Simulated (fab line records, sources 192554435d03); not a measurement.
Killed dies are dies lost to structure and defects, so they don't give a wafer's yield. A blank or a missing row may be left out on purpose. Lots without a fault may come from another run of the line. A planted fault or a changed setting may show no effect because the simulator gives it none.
Chamber matching | flow n5_finfet | N5_BEOL_M2_STRIP_19 on rie_diel-05: 4 sister chambers
The step strips in O2. 8 wafers are shown with their chamber, then 8 later ones without.

WAFERS WITH THEIR CHAMBER
wafer  | chamber | showerhead_plenum_p_Torr (Torr) | throttle_valve_pct (%)
L074.3 | 3       | 2.22                            | 16.36
L076.4 | 3       | 2.22                            | 16.37
L078.5 | 2       | 2.19                            | 16.67
L080.4 | 2       | 2.18                            | 16.67
L080.6 | 0       | 2.12                            | 16.29
L079.3 | 0       | 2.12                            | 16.29
L079.6 | 1       | 1.98                            | 16.67
L085.2 | 1       | 1.97                            | 16.68

WAFERS WITHOUT THEIR CHAMBER
wafer  | showerhead_plenum_p_Torr (Torr) | throttle_valve_pct (%)
L085.4 | 2.11                            | 16.30
L085.6 | 2.18                            | 16.71
L088.2 | 2.21                            | 16.41
L088.5 | 1.97                            | 16.70
L088.6 | 2.18                            | 16.71
L090.2 | 2.21                            | 16.44
L090.3 | 1.97                            | 16.67
L090.4 | 2.11                            | 16.31

WHICH CHAMBER EACH WENT THROUGH
wafer  | from the rows above | in truth
L085.4 | 0                   | 0
L085.6 | 2                   | 2
L088.2 | 3                   | 3
L088.5 | 1                   | 1
L088.6 | 2                   | 2
L090.2 | 3                   | 3
L090.3 | 1                   | 1
L090.4 | 0                   | 0
Placed correctly: 8 of 8. Can't be placed from these rows: 0. Placed wrongly: 0.
How it was worked out, from the rows above alone: a wafer's distance from a chamber is the root of the sum, over the readings, of the square of ((its reading less the chamber's mean) divided by the reading's scatter). The wafer belongs to the nearest chamber; if the next one is less than 2 further off, it can't be placed. A chamber's mean is the mean of its shown wafers. The scatter: the root of (the sum of the squares of (reading less its chamber's mean) over the shown wafers, divided by (wafers less chambers)).
